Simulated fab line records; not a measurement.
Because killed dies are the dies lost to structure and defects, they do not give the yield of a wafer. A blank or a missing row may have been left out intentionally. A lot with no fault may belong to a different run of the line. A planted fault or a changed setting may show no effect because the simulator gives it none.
Which tool did it? | flow n5 finfet | 30 wafers sampled from 11 lots at 1 step of a route of 1938

WHAT EACH GAUGE READ, for each wafer
N5_BEOL_M6_THK_MEAS_01.
lot  | measured     | on            | M6_ILD_THK (nm)
L735 | day 8 09:04  | film metro-02 | 156.0 158.7 157.1
L736 | day 8 15:41  | film metro-02 | 153.0 155.8 155.9
L739 | day 9 14:55  | film metro-01 | 151.8 156.7 155.3
L740 | day 9 16:01  | film metro-01 | 153.2 153.0 154.9
L742 | day 10 07:43 | film metro-01 | 153.3 155.4 156.3
L748 | day 11 15:32 | film metro-01 | 152.8 156.1
L750 | day 12 04:04 | film metro-01 | 156.1 156.2
L749 | day 12 10:37 | film metro-01 | 157.0 155.0
L754 | day 13 02:23 | film metro-01 | 153.0 155.1 156.4
L756 | day 13 13:10 | film metro-01 | 154.1 156.8 157.8
L758 | day 14 21:31 | film metro-02 | 154.8 154.0 156.3

EACH LOT AND THE TOOL THAT RAN IT (in order: tool; ch and the chambers of the sampled wafers; start)
No process step before these readings appears in the record.

AS READ BY THE TOOLS THEMSELVES (means over the sampled wafers that have a number; for cases with no such wafer, the mark the record gives instead)
The record holds no such reading with a usual standard deviation.

THE ANSWER, worked out from the rows above alone
Rule: the lots themselves supply what counts as usual. The widest of any qualifying gaps counts: lots, ordered by their means at a reading, are off when they make up no more than a third of the lots, leave a main group of 4 or more, and stand apart from it by 3 or more times the standard deviation of that group's means. A main group whose means are all the same, to the digits that the tables above print for the reading, isn't used. A lot without any number at a reading at which 4 lots or more have one is off too. Any other lot the step has rows for is counted as sound. Order of review: gauges by route order, followed by the tools' own readings, for which a lot's mean as printed above is used. At the first step where some lot is off, the reading lying furthest off is the one used; lots without a number count as furthest.
None of the lots is off at any reading shown; this tells nothing.

WHAT THE SIMULATOR HAD INSERTED
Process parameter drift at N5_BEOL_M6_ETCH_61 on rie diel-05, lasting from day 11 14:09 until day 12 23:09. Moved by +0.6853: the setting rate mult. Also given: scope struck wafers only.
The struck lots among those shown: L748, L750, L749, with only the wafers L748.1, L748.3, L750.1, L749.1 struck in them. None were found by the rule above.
